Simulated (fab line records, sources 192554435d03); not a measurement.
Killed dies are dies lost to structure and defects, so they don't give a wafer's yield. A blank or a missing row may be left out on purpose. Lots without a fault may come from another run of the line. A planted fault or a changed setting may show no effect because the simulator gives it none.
fab line records | flow n5_finfet
record lots=5 wafers=15 last_day=16
route steps=1938 shown BEOL_M5@1185 BEOL_M6@1194 PASSIVATION@1936
lots that met no fault: from a run of the same line without faults
start_h: hours from the record's first day to the start of the lot's first wafer shown | wait_h: hours since the lot's step before | " the same as in the row above | L1.1+2: a row that stands for several wafers | - no value, or no start given | * or withheld: withheld | < > ~ a bound
route shown NAME@n: a module of which the file shows steps, and the number in the route of the first | usual: mean/standard deviation of fault-free wafers | same: alike in all rows | chamber/n: place in a boat | sites: the reading at each site | _std_site: their standard deviation | _edge_site: outer sites' mean less inner sites' | radius_mm: how far each site lies from the wafer's centre | mask NAME#n: copy n | behind: the tool/chamber that last shaped the wafer | hold: why the lot was held/for how many hours/how that ended | device: the transistor (n, p or np) that didn't switch | end of line: the same wafers' tests at the end of the route | a step without rows: its recipe alone | killed: dies lost to structure and defects at the first sort, not the wafer's yield | map: a wafer's dies, x killed, . not, _ none there
set.NAME: the setting as run; set.NAME@STEP: as run at that earlier step | model.NAME: the simulator's own value behind a step, which no gauge read
lots at some steps of the route; a table a step, a row a wafer
services: from which hour (start_h, from the record's first day; less than 0 if before it) a tool's chamber was out of use, for how many hours, and why
## steps
# step N5_BEOL_M5_ANNEAL_51
# recipe temp_c=225 time_s=90 ambient=N2
# step N5_BEOL_M5_CMP_52
# recipe stop_on=SiCOH_lowk t_overpolish_s=6.9 down_force_psi=1 platen_rpm=50 clearing_platen_down_force_psi=1.5 clearing_platen_rpm=50 post_cmp_clean=cu_alkaline target_thk_nm=62 clearing_platen_pad_velocity_m_s=0.99484 pad_velocity_m_s=0.99484
# step N5_BEOL_M5_PRE_CLEAN_77
# recipe gas=NH3/H2 time_s=15 temp_c=* rf_power_w=300
# step N5_BEOL_M5_CO_CAP_78
# recipe material=Co target_thk_a=20 temp_c=200 precursor=CCTBA/H2 pressure_torr=30 time_s=102.1
# step N5_BEOL_M5_PRE_CLEAN_55
# recipe gas=NH3 time_s=15 temp_c=withheld rf_power_w=300
# step N5_BEOL_M5_DEP_56
# recipe material=SiCN target_thk_a=80 temp_c=withheld precursor=3MS/NH3 pressure_torr=3 rf_w=202 time_s=14
# step N5_BEOL_M6_ILD_DEP_00
# recipe material=SiCOH_lowk target_thk_a=1797.5 temp_c=300 precursor=DEMS/porogen pressure_torr=5 rf_w=500 time_s=33.4
# step N5_BEOL_M6_CURE_74
# recipe temp_c=385 time_s=240 ambient=He/Ar material=SiCOH_lowk
# step N5_BEOL_M6_PECVD_70
# recipe material=SiO2 target_thk_a=200 temp_c=400 precursor=TEOS/O2 pressure_torr=5.5 rf_w=450 teos_flow_sccm=53.8 gas=O2 flow_sccm=3000 time_s=22.7
# usual heater_power_w=682/69 showerhead_plenum_p_Torr=8.77/0.053 throttle_valve_pct=22.6/1.2
# columns lot.wafer tool chamber start_h wait_h heater_power_w showerhead_plenum_p_Torr throttle_valve_pct
L135.1 pecvd-02 1 195.86 0.0 669 8.76 21.7
L135.2 " 2 " " 768 8.69 21.4
L135.6 " 1 " " 663 8.77 21.8
L139.2 pecvd-02 0 227.85 0.0 655 8.70 23.3
L139.3 " 1 " " 692 8.76 22.1
L139.6 " 2 " " 765 8.70 21.7
L139.2 pecvd-02 0 228.11 0.2 660 8.75 23.1
L139.3 " 1 " " 698 8.77 21.9
L139.6 " 2 " " 767 8.72 21.4
L141.4 pecvd-02 2 233.59 0.1 734 8.71 21.4
L141.5 " 1 " " 714 8.79 21.8
L141.6 " 0 " " 679 8.74 23.2
L141.4 pecvd-02 2 233.82 0.2 720 8.70 21.6
L141.5 " 1 " " 683 8.80 22.1
L141.6 " 0 " " 677 8.71 23.1
L145.2 pecvd-04 1 257.88 0.0 601 8.82 22.3
L145.3 " 2 " " 533 8.74 21.4
L145.6 " 2 " " 532 8.75 21.1
L145.2 pecvd-04 1 258.12 0.2 616 8.83 22.7
L145.3 " 2 " " 533 8.73 21.3
L145.6 " 2 " " 530 8.70 21.3
L151.1 pecvd-03 1 294.93 0.0 581 8.72 23.9
L151.3 " 0 " " 712 8.81 23.7
L151.5 " 1 " " 594 8.73 24.1
# step N5_BEOL_M6_HM_DEP_02
# recipe material=TiN target_thk_a=200 temp_c=25 chamber_pressure_pa=0.49996
# step N5_BEOL_M6_COAT_59
# recipe resist=SOC temp_c=250 time_s=60 spin_rpm=1500 resist_thk_nm=100
# step N5_BEOL_M6_COAT_60
# recipe resist=SiARC temp_c=220 time_s=60 spin_rpm=1500 resist_thk_nm=35
# step N5_BEOL_M6_COAT_05
# recipe resist=CAR-ArF spin_rpm=1500 resist_thk_nm=90
# step N5_BEOL_M6_EBR_07
# recipe solvent=PGMEA ebr_width_mm=1.5
# step N5_BEOL_M6_SOFTBAKE_06
# recipe temp_c=110 time_s=60 resist=CAR-ArF
# step N5_BEOL_M6_EXPOSE_08
# recipe mask_id=M6 na=1.35 source_shape=dipole sigma_inner=0.817 sigma_outer=0.97 polarization=te dose_mj=68.25
# step N5_BEOL_M6_PEB_09
# recipe peb_temp_c=withheld peb_time_s=60 resist=CAR-ArF
# step N5_BEOL_M6_DEVELOP_10
# recipe develop_time_s=30 developer=TMAH resist=CAR-ArF rinse_liquid=diw dry=air_spin dev_temp_c=23
# step N5_BEOL_M6_DESCUM_16
# recipe chemistry=O2 time_s=7.9 source_power_w=50 bias_power_w=20 pressure_mtorr=20 rf_frequency_hz=2.712e+07 temp_c=40 resist=CAR-ArF o2_flow_sccm=225
# step N5_BEOL_M6_ETCH_61
# recipe chemistry=CF4 target=SiARC target_depth_a=455 mask_material=CAR-ArF time_s=75.8 ion_energy_ev=80 pressure_mtorr=40 source_w=545 bias_w=36 Ar_flow_sccm=100 cf4_flow_sccm=100 ends=cleared
# step N5_BEOL_M6_ETCH_62
# recipe chemistry=N2/H2 target=SOC target_depth_a=1100 overetch_a=220 mask_material=SiARC temp_c=40 time_s=165 ion_energy_ev=200 pressure_mtorr=30 source_w=840 bias_w=150 n2_flow_sccm=200 h2_flow_sccm=200
# step N5_BEOL_M6_STRIP_68
# recipe chemistry=N2/H2 temp_c=40 n2_flow_sccm=200 h2_flow_sccm=200 rf_frequency_hz=6e+07
# step N5_BEOL_M6_STRIP_67
# recipe chemistry=CF4 resist=SiARC power_w=300 bias_power_w=75 pressure_mtorr=50 cf4_flow_sccm=150 rf_frequency_hz=6e+07
# step N5_BEOL_M6_HM_OPEN_17
# recipe chemistry=Cl2/BCl3 target_depth_a=200 overetch_a=60 target=TiN mask_material=SOC ion_energy_ev=150 pressure_mtorr=10 icp_w=1000 bias_w=126 Cl2_flow_sccm=53.25 bcl3_flow_sccm=21.75 Ar_flow_sccm=25
# step N5_BEOL_M6_STRIP_19
# recipe chemistry=O2 power_w=400 temp_c=40 pressure_mtorr=30 rf_frequency_hz=6e+07 bias_power_w=0 overash_fraction=0.2 o2_flow_sccm=225
# step N5_BEOL_M6_COAT_63
# recipe resist=SOC temp_c=250 time_s=60 spin_rpm=1500 resist_thk_nm=60
# step N5_BEOL_M6_COAT_64
# recipe resist=SiARC temp_c=220 time_s=60 spin_rpm=1500 resist_thk_nm=12
# step N5_BEOL_M6_COAT_71
# recipe resist=underlayer temp_c=205 time_s=60 spin_rpm=1500 resist_thk_nm=5
# step N5_BEOL_M6_COAT_22
# recipe resist=CAR-EUV spin_rpm=1500 resist_thk_nm=30
# step N5_BEOL_M6_EBR_24
# recipe solvent=PGMEA ebr_width_mm=1.5
# step N5_BEOL_M6_SOFTBAKE_23
# recipe temp_c=110 time_s=60 resist=CAR-EUV
# step N5_BEOL_M6_EXPOSE_25
# recipe mask_id=V5 na=0.33 source_shape=annular sigma_inner=0.4 sigma_outer=0.8 polarization=unpolarized target_cd_nm=40 dose_mj=45
# step N5_BEOL_M6_PEB_26
# recipe peb_temp_c=100 peb_time_s=60 resist=CAR-EUV
# step N5_BEOL_M6_DEVELOP_27
# recipe develop_time_s=30 developer=TMAH resist=CAR-EUV rinse_liquid=surfactant_rinse dry=air_spin dev_temp_c=23
# step N5_BEOL_M6_HM_STRIP_39
# recipe chemistry=peroxide_tin_strip material=TiN target_depth_a=250 temp_c=50 time_s=158
# usual temp_c=50.00/0.11
# columns lot.wafer tool chamber start_h wait_h temp_c model.SiO2_of_BEOL_M6_PECVD_70.thk_nm
L135.1 wet_bench-05 1 201.91 0.0 49.80 19.8
L135.2 " 2 " " 50.03 20
L135.6 " 3 " " 50.03 20
L139.2 wet_bench-06 4 232.23 0.0 49.86 40
L139.3 " 3 " " 50.09 39.6
L139.6 " 0 " " 49.94 40.8
L141.4 wet_bench-05 2 237.58 0.0 50.08 40.6
L141.5 " 7 " " 49.97 40
L141.6 " 4 " " 49.93 40.4
L145.2 wet_bench-06 0 261.83 0.0 49.84 39.4
L145.3 " 7 " " 49.87 40.2
L145.6 " 1 " " 50.02 40.8
L151.1 wet_bench-04 7 299.37 0.0 49.98 19.4
L151.3 " 0 " " 49.99 19.8
L151.5 " 2 " " 49.93 20
# step N5_BEOL_M6_CMP_52
# recipe stop_on=SiCOH_lowk t_overpolish_s=6.9 down_force_psi=1 platen_rpm=50 clearing_platen_down_force_psi=1.5 clearing_platen_rpm=50 post_cmp_clean=cu_alkaline target_thk_nm=80 clearing_platen_pad_velocity_m_s=0.99484 pad_velocity_m_s=0.99484
# usual barrier_field_endpoint_s=29.0/0.76 head_pressure_psi=0.9997/0.0023 motor_current_A=5.8/0.57 overpolish_run_s=6.900/0.0092 platen_rpm=50.00/0.035 time_to_endpoint_s=63/3.3
# columns lot.wafer tool chamber start_h wait_h barrier_field_endpoint_s head_pressure_psi motor_current_A overpolish_run_s platen_rpm time_to_endpoint_s
L135.2 cmp-02 3 205.05 0.3 28.7 0.9981 5.6 6.895 50.01 58
L135.1 " 1 " " 29.0 1.0014 6.4 6.902 49.99 61
L135.6 " 3 " " 28.6 0.9982 5.8 6.914 49.99 57
L139.3 cmp-03 3 234.60 0.2 46.9 0.9978 6.1 0.045 50.05 68
L139.2 " 1 " " 46.9 0.9997 6.1 0.030 50.06 68
L139.6 " 0 " " 46.9 1.0022 5.8 0.038 50.01 72
L141.4 cmp-02 1 240.39 0.2 46.9 0.9985 6.2 0.047 50.04 63
L141.5 " 0 " " 46.9 0.9976 5.6 0.051 49.97 64
L141.6 " 1 " " 46.9 0.9990 6.2 0.036 49.98 62
L145.2 cmp-01 1 264.06 0.3 46.9 0.9989 5.0 0.035 50.07 65
L145.3 " 2 " " 46.9 0.9992 5.8 0.033 50.00 65
L145.6 " 3 " " 46.9 0.9975 6.9 0.039 49.96 64
L151.3 cmp-03 3 304.11 0.4 29.7 1.0007 5.8 6.907 50.02 66
L151.1 " 0 " " 29.9 0.9990 5.9 6.913 50.03 66
L151.5 " 1 " " 29.8 0.9966 6.5 6.898 49.91 64
# step N5_PASSIVATION_PROBE_49
# usual defect_limited_yield=91.4/1.5 killed_at_M0_to_M3=35/11 killed_at_M4_up=16/7 killed_at_contacts=11/5.3 killed_at_front_end=37/11 killed_at_other=3.1/2.8 killed_dies=102/18 killed_open=69/15 killed_short=31/7.8 sort_bin_5_function=5.1/1.1 sort_bin_6_memory=3.2/0.69 sort_bin_8_speed=0.00/0.016 sort_n_pass=1078/18 sort_yield_pct=91.4/1.5
# same gross_dies=1180 killed_at_back_side=0 sort_bin_4_leakage[%]=0
# columns lot.wafer tool chamber start_h wait_h defect_limited_yield[%] killed_at_M0_to_M3 killed_at_M4_up killed_at_contacts killed_at_front_end killed_at_other killed_dies killed_open killed_short sort_bin_5_function[%] sort_bin_6_memory[%] sort_bin_8_speed[%] sort_n_pass sort_yield_pct[%]
L135.1 prober-01 - 287.63 0.0 93.1 31 12 6 29 3 81 53 25 3.5 3.3 0 1099 93.1
L135.2 prober-01 - 287.68 0.1 90.0 51 9 8 45 5 118 75 43 6.6 3.0 0 1062 90.0
L135.6 prober-01 - 287.88 0.3 93.0 30 12 4 34 3 83 59 23 3.9 2.8 0 1097 93.0
L141.4 prober-01 - 330.15 0.2 91.5 17 18 16 36 13 100 66 27 4.4 3.5 0 1080 91.5
L141.5 prober-01 - 330.20 0.2 91.0 26 32 19 27 2 106 71 30 5.3 3.2 0 1074 91.0
L141.6 prober-01 - 330.25 0.3 92.1 35 15 7 32 4 93 52 36 4.3 2.9 0 1087 92.1
L151.1 prober-01 - 390.78 0.0 92.7 29 19 4 34 0 86 57 29 4.2 3.0 0 1094 92.7
L151.3 prober-01 - 390.88 0.1 93.4 39 11 1 25 2 78 50 27 4.3 1.9 0 1102 93.4
L151.5 prober-01 - 390.98 0.2 92.5 41 2 7 34 5 89 58 28 3.8 3.3 0 1091 92.5
# killed by level:class
L135.1 BEOL_M0_SAQP:geometric_particle:open=12 BEOL_M0_SAQP:geometric_particle:short=8 MOL_CONTACT_COAG:geometric_particle:open=6 FIN_SAQP:geometric_particle:open=5 FIN_SAQP:geometric_particle:short=5 STI_FIN_REVEAL:geometric_particle:open=4 BEOL_M5:geometric_particle:open=4 DUMMY_GATE:geometric_particle:open=3
L135.2 BEOL_M0_SAQP:geometric_particle:short=12 BEOL_M0_SAQP:geometric_particle:open=11 BEOL_M0:geometric_particle:open=8 MOL_CONTACT_COAG:geometric_particle:open=7 BEOL_M3:geometric_particle:open=7 BEOL_M2:geometric_particle:open=6 FIN_SAQP:geometric_particle:open=5 FIN_SAQP:geometric_particle:short=5
L135.6 BEOL_M2:geometric_particle:open=9 BEOL_M3:geometric_particle:open=8 FIN_SAQP:geometric_particle:short=6 GATE_CUT:geometric_particle:short=6 GATE_CUT:geometric_particle:open=6 DUMMY_GATE:geometric_particle:open=5 BEOL_M0_SAQP:geometric_particle:open=5 BEOL_M6:geometric_particle:open=5
L141.4 STI_FIN_REVEAL:geometric_particle:open=13 MOL_CONTACT_COAG:geometric_particle:open=13 BEOL_M3:geometric_particle:open=5 BEOL_M4:geometric_particle:open=5 GATE_CUT:geometric_particle:short=4 BEOL_M0_SAQP:geometric_particle:short=4 BEOL_M2:geometric_particle:open=4 BEOL_M7:geometric_particle:open=4
L141.5 BEOL_M4:geometric_particle:open=18 MOL_CONTACT_COAG:geometric_particle:open=13 BEOL_M1:geometric_particle:open=10 MOL_CONTACT_COAG:geometric_particle:short=6 GATE_CUT:geometric_particle:short=5 STI_FIN_REVEAL:geometric_particle:open=4 DUMMY_GATE:geometric_particle:open=4 BEOL_M5:geometric_particle:open=4
L141.6 BEOL_M1:geometric_particle:open=11 BEOL_M0_SAQP:geometric_particle:short=7 FIN_SAQP:geometric_particle:short=6 MOL_CONTACT_COAG:geometric_particle:open=5 BEOL_M1:geometric_particle:short=5 BEOL_M3:geometric_particle:open=5 BEOL_M7:geometric_particle:open=5 DUMMY_GATE:geometric_particle:open=4
L151.1 STI_FIN_REVEAL:geometric_particle:open=13 BEOL_M2:geometric_particle:open=10 FIN_SAQP:geometric_particle:short=8 BEOL_M3:geometric_particle:open=7 BEOL_M4:geometric_particle:open=7 BEOL_M0_SAQP:geometric_particle:short=5 BEOL_M0_SAQP:geometric_particle:open=3 BEOL_M4:geometric_particle:short=3
L151.3 BEOL_M0_SAQP:geometric_particle:short=15 STI_FIN_REVEAL:geometric_particle:open=10 BEOL_M0_SAQP:geometric_particle:open=8 BEOL_M2:geometric_particle:open=6 BEOL_M3:geometric_particle:open=5 FIN_SAQP:geometric_particle:short=3 BEOL_M4:geometric_particle:open=3 BEOL_M7:geometric_particle:open=3
L151.5 BEOL_M2:geometric_particle:open=9 BEOL_M0_SAQP:geometric_particle:short=8 STI_FIN_REVEAL:geometric_particle:open=7 BEOL_M3:geometric_particle:open=7 FIN_SAQP:geometric_particle:open=6 MOL_CONTACT_COAG:geometric_particle:open=6 BEOL_M0_SAQP:geometric_particle:open=6 DUMMY_GATE:geometric_particle:open=4
## services
# columns tool chamber start_h hours kind
cmp-03 - 181.91 3.1 repair
wet_bench-05 - 192.57 0.7 repair
pecvd-04 2 202.38 - clean
pecvd-02 2 202.45 4.4 repair
wet_bench-06 - 203.65 1.1 repair
pecvd-02 0 207.75 5.0 scheduled_down
pecvd-04 0 208.94 1.9 repair
pecvd-02 2 210.16 5.3 repair
pecvd-04 1 216.87 14.9 repair
cmp-01 - 217.11 4.0 pm
pecvd-04 - 222.72 0.5 repair
cmp-03 - 227.02 1.6 repair
cmp-02 - 231.24 1.0 repair
pecvd-03 1 236.93 4.2 repair
cmp-02 - 263.74 0.5 repair
pecvd-04 - 270.16 2.9 repair
cmp-01 - 278.69 4.5 pm
cmp-02 - 281.88 4.0 pm
pecvd-04 2 282.31 4.7 repair
pecvd-04 - 290.23 1.7 repair
pecvd-02 2 294.19 2.1 scheduled_down
cmp-02 - 297.47 12.5 pm
cmp-03 - 297.55 4.0 pm
pecvd-02 0 303.73 4.6 scheduled_down
## key
first_sign step=N5_BEOL_M6_PECVD_70 reading=visit direction=added
effect step=N5_BEOL_M6_CMP_52 reading=overpolish_run_s direction=down sigmas=99+ usual=6.900 struck=0.039
model_effect step=N5_BEOL_M6_HM_STRIP_39 value=SiO2_of_BEOL_M6_PECVD_70.thk_nm without=19.91 struck=40.2
met_at N5_BEOL_M6_PECVD_70
struck_wafers L139.2,L139.3,L139.6,L141.4,L141.5,L141.6,L145.2,L145.3,L145.6
fault kind=repeated_step_whole tool=pecvd-02,pecvd-03,pecvd-04 chamber=- onset_h=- steps=N5_BEOL_M6_PECVD_70 times=1 scope=struck_lots_only
